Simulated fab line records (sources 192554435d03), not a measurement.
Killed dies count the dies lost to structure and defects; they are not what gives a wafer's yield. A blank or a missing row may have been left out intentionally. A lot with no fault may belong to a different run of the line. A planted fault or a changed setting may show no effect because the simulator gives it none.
Split-lot trial / flow n5_finfet / 39 wafers read from 7 lots, route of 1938 steps

## ON THE SPLIT
At N5_PASSIVATION_ETCH_54 (etches SiO2 in CHF3/O2, target depth 880 nm, time 440 s), the setting target_depth_a was moved away from the recipe's 8800 angstrom on 18 of the 39 wafers read, by -58.9% to +50.6%. For the rest of the wafers, this setting stayed at what the recipe calls for.

Reading taken at the split's own step.

## THE READING
PASSIVATION.feature_depth_nm (the simulator's own value, which no gauge read), in nm, at N5_PASSIVATION_ETCH_54 (etches SiO2 in CHF3/O2, target depth 880 nm, time 440 s). No usual value for it is given in the file. Average 889.3 nm, standard deviation 12 nm, over the 21 wafers here run with the recipe.

wafer=L078.1; tool, chamber at the split=rie_diel-06, 0; target_depth_a as run, angstrom=8800; against the recipe=recipe; PASSIVATION.feature_depth_nm, nm=891; against lot-mates on the recipe=-
wafer=L078.2; tool, chamber at the split=rie_diel-06, 3; target_depth_a as run, angstrom=8800; against the recipe=recipe; PASSIVATION.feature_depth_nm, nm=887.2; against lot-mates on the recipe=-
wafer=L078.3; tool, chamber at the split=rie_diel-06, 2; target_depth_a as run, angstrom=13250; against the recipe=+50.6%; PASSIVATION.feature_depth_nm, nm=1359; against lot-mates on the recipe=+473.1
wafer=L078.4; tool, chamber at the split=rie_diel-06, 3; target_depth_a as run, angstrom=13250; against the recipe=+50.6%; PASSIVATION.feature_depth_nm, nm=1338; against lot-mates on the recipe=+452.1
wafer=L078.5; tool, chamber at the split=rie_diel-06, 2; target_depth_a as run, angstrom=13250; against the recipe=+50.6%; PASSIVATION.feature_depth_nm, nm=1353; against lot-mates on the recipe=+467.1
wafer=L078.6; tool, chamber at the split=rie_diel-06, 0; target_depth_a as run, angstrom=8800; against the recipe=recipe; PASSIVATION.feature_depth_nm, nm=879.4; against lot-mates on the recipe=-
wafer=L079.1; tool, chamber at the split=rie_diel-03, 1; target_depth_a as run, angstrom=12470; against the recipe=+41.7%; PASSIVATION.feature_depth_nm, nm=1274; against lot-mates on the recipe=+375.1
wafer=L079.2; tool, chamber at the split=rie_diel-03, 0; target_depth_a as run, angstrom=12470; against the recipe=+41.7%; PASSIVATION.feature_depth_nm, nm=1288; against lot-mates on the recipe=+389.1
wafer=L079.3; tool, chamber at the split=rie_diel-03, 3; target_depth_a as run, angstrom=8800; against the recipe=recipe; PASSIVATION.feature_depth_nm, nm=886; against lot-mates on the recipe=-
wafer=L079.4; tool, chamber at the split=rie_diel-03, 0; target_depth_a as run, angstrom=8800; against the recipe=recipe; PASSIVATION.feature_depth_nm, nm=915.8; against lot-mates on the recipe=-
wafer=L079.5; tool, chamber at the split=rie_diel-03, 1; target_depth_a as run, angstrom=8800; against the recipe=recipe; PASSIVATION.feature_depth_nm, nm=894.8; against lot-mates on the recipe=-
wafer=L079.6; tool, chamber at the split=rie_diel-03, 3; target_depth_a as run, angstrom=12470; against the recipe=+41.7%; PASSIVATION.feature_depth_nm, nm=1266; against lot-mates on the recipe=+367.1
wafer=L083.1; tool, chamber at the split=rie_diel-03, 0; target_depth_a as run, angstrom=8800; against the recipe=recipe; PASSIVATION.feature_depth_nm, nm=912; against lot-mates on the recipe=-
wafer=L083.2; tool, chamber at the split=rie_diel-03, 3; target_depth_a as run, angstrom=13240; against the recipe=+50.5%; PASSIVATION.feature_depth_nm, nm=1326; against lot-mates on the recipe=+440.5
wafer=L083.3; tool, chamber at the split=rie_diel-03, 1; target_depth_a as run, angstrom=8800; against the recipe=recipe; PASSIVATION.feature_depth_nm, nm=888; against lot-mates on the recipe=-
wafer=L083.4; tool, chamber at the split=rie_diel-03, 2; target_depth_a as run, angstrom=13240; against the recipe=+50.5%; PASSIVATION.feature_depth_nm, nm=1287; against lot-mates on the recipe=+401.5
wafer=L083.5; tool, chamber at the split=rie_diel-03, 1; target_depth_a as run, angstrom=13240; against the recipe=+50.5%; PASSIVATION.feature_depth_nm, nm=1336; against lot-mates on the recipe=+450.5
wafer=L083.6; tool, chamber at the split=rie_diel-03, 2; target_depth_a as run, angstrom=8800; against the recipe=recipe; PASSIVATION.feature_depth_nm, nm=856.6; against lot-mates on the recipe=-
wafer=L082.1; tool, chamber at the split=rie_diel-06, 2; target_depth_a as run, angstrom=12780; against the recipe=+45.2%; PASSIVATION.feature_depth_nm, nm=1305; against lot-mates on the recipe=+411.1
wafer=L082.2; tool, chamber at the split=rie_diel-06, 3; target_depth_a as run, angstrom=12780; against the recipe=+45.2%; PASSIVATION.feature_depth_nm, nm=1291; against lot-mates on the recipe=+397.1
wafer=L082.3; tool, chamber at the split=rie_diel-06, 1; target_depth_a as run, angstrom=12780; against the recipe=+45.2%; PASSIVATION.feature_depth_nm, nm=1296; against lot-mates on the recipe=+402.1
wafer=L082.4; tool, chamber at the split=rie_diel-06, 1; target_depth_a as run, angstrom=8800; against the recipe=recipe; PASSIVATION.feature_depth_nm, nm=895; against lot-mates on the recipe=-
wafer=L082.5; tool, chamber at the split=rie_diel-06, 3; target_depth_a as run, angstrom=8800; against the recipe=recipe; PASSIVATION.feature_depth_nm, nm=887.2; against lot-mates on the recipe=-
wafer=L082.6; tool, chamber at the split=rie_diel-06, 2; target_depth_a as run, angstrom=8800; against the recipe=recipe; PASSIVATION.feature_depth_nm, nm=899.6; against lot-mates on the recipe=-
wafer=L087.3; tool, chamber at the split=rie_diel-02, 3; target_depth_a as run, angstrom=8800; against the recipe=recipe; PASSIVATION.feature_depth_nm, nm=896; against lot-mates on the recipe=-
wafer=L087.5; tool, chamber at the split=rie_diel-02, 3; target_depth_a as run, angstrom=8800; against the recipe=recipe; PASSIVATION.feature_depth_nm, nm=881; against lot-mates on the recipe=-
wafer=L087.6; tool, chamber at the split=rie_diel-02, 2; target_depth_a as run, angstrom=8800; against the recipe=recipe; PASSIVATION.feature_depth_nm, nm=897; against lot-mates on the recipe=-
wafer=L094.1; tool, chamber at the split=rie_diel-03, 2; target_depth_a as run, angstrom=8800; against the recipe=recipe; PASSIVATION.feature_depth_nm, nm=889.8; against lot-mates on the recipe=-
wafer=L094.2; tool, chamber at the split=rie_diel-03, 3; target_depth_a as run, angstrom=5009; against the recipe=-43.1%; PASSIVATION.feature_depth_nm, nm=502.8; against lot-mates on the recipe=-386.0
wafer=L094.3; tool, chamber at the split=rie_diel-03, 1; target_depth_a as run, angstrom=5009; against the recipe=-43.1%; PASSIVATION.feature_depth_nm, nm=510.2; against lot-mates on the recipe=-378.6
wafer=L094.4; tool, chamber at the split=rie_diel-03, 3; target_depth_a as run, angstrom=8800; against the recipe=recipe; PASSIVATION.feature_depth_nm, nm=885.6; against lot-mates on the recipe=-
wafer=L094.5; tool, chamber at the split=rie_diel-03, 1; target_depth_a as run, angstrom=8800; against the recipe=recipe; PASSIVATION.feature_depth_nm, nm=891; against lot-mates on the recipe=-
wafer=L094.6; tool, chamber at the split=rie_diel-03, 2; target_depth_a as run, angstrom=5009; against the recipe=-43.1%; PASSIVATION.feature_depth_nm, nm=506; against lot-mates on the recipe=-382.8
wafer=L093.1; tool, chamber at the split=rie_diel-06, 1; target_depth_a as run, angstrom=3616; against the recipe=-58.9%; PASSIVATION.feature_depth_nm, nm=361; against lot-mates on the recipe=-519.9
wafer=L093.2; tool, chamber at the split=rie_diel-06, 2; target_depth_a as run, angstrom=3616; against the recipe=-58.9%; PASSIVATION.feature_depth_nm, nm=366.2; against lot-mates on the recipe=-514.7
wafer=L093.3; tool, chamber at the split=rie_diel-06, 3; target_depth_a as run, angstrom=8800; against the recipe=recipe; PASSIVATION.feature_depth_nm, nm=877.8; against lot-mates on the recipe=-
wafer=L093.4; tool, chamber at the split=rie_diel-06, 2; target_depth_a as run, angstrom=8800; against the recipe=recipe; PASSIVATION.feature_depth_nm, nm=879.4; against lot-mates on the recipe=-
wafer=L093.5; tool, chamber at the split=rie_diel-06, 1; target_depth_a as run, angstrom=8800; against the recipe=recipe; PASSIVATION.feature_depth_nm, nm=885.6; against lot-mates on the recipe=-
wafer=L093.6; tool, chamber at the split=rie_diel-06, 3; target_depth_a as run, angstrom=3616; against the recipe=-58.9%; PASSIVATION.feature_depth_nm, nm=359.8; against lot-mates on the recipe=-521.1

FIT RESULTS
A straight line over all 39 wafers: PASSIVATION.feature_depth_nm changes by +8.93 nm for each +1% of target_depth_a; r = +1.00; the points scatter about the line by 14 nm.
The same after taking each lot's own level away (the mean of its wafers on the recipe; 39 wafers): +8.87 nm for each +1%; r = +1.00; scatter 13 nm.
Per that fit: largest target_depth_a move, reading shift of 5.2e+02 nm.
The span of the lots' own levels, 880.93 to 898.87 nm, comes to 1.5 times the standard deviation stated above.
The two slopes agree, so the slope changes little with the lot-to-lot level.
Check: for one of the wafers moved furthest among these (-58.9%), held out of the fit, the line's prediction against its lot-mates is -522 nm. Against them it came out at -520 nm.

## THE OTHER SPLITS THESE WAFERS WENT THROUGH
Note: prior to the reading, these wafers also went through further splits. Each is held against what the fit with the lots' levels taken away leaves over:
other split on the same wafers=N5_BEOL_M15_SPUTTER_44 target_thk_a; wafers away from the commonest value=15; r with PASSIVATION.feature_depth_nm (lot level and that fit taken away)=+0.00

## THE WHOLE CHAIN: every reading that the file lists as answering this split, in the file's order
step=N5_PASSIVATION_ETCH_54; what it does=etches SiO2 in CHF3/O2, target depth 880 nm, time 440 s; reading=etch.depth_nm (the simulator's own value, which no gauge read); change (the file's fit)=+8.88 nm for each +1% of the setting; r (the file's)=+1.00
step=N5_PASSIVATION_ETCH_54; what it does=etches SiO2 in CHF3/O2, target depth 880 nm, time 440 s; reading=PASSIVATION.feature_depth_nm (the simulator's own value, which no gauge read); change (the file's fit)=+8.88 nm for each +1% of the setting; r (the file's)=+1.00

## THE FILE'S OWN FIT
PASSIVATION.feature_depth_nm changes by +8.88 nm for each +1% of target_depth_a, r = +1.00.
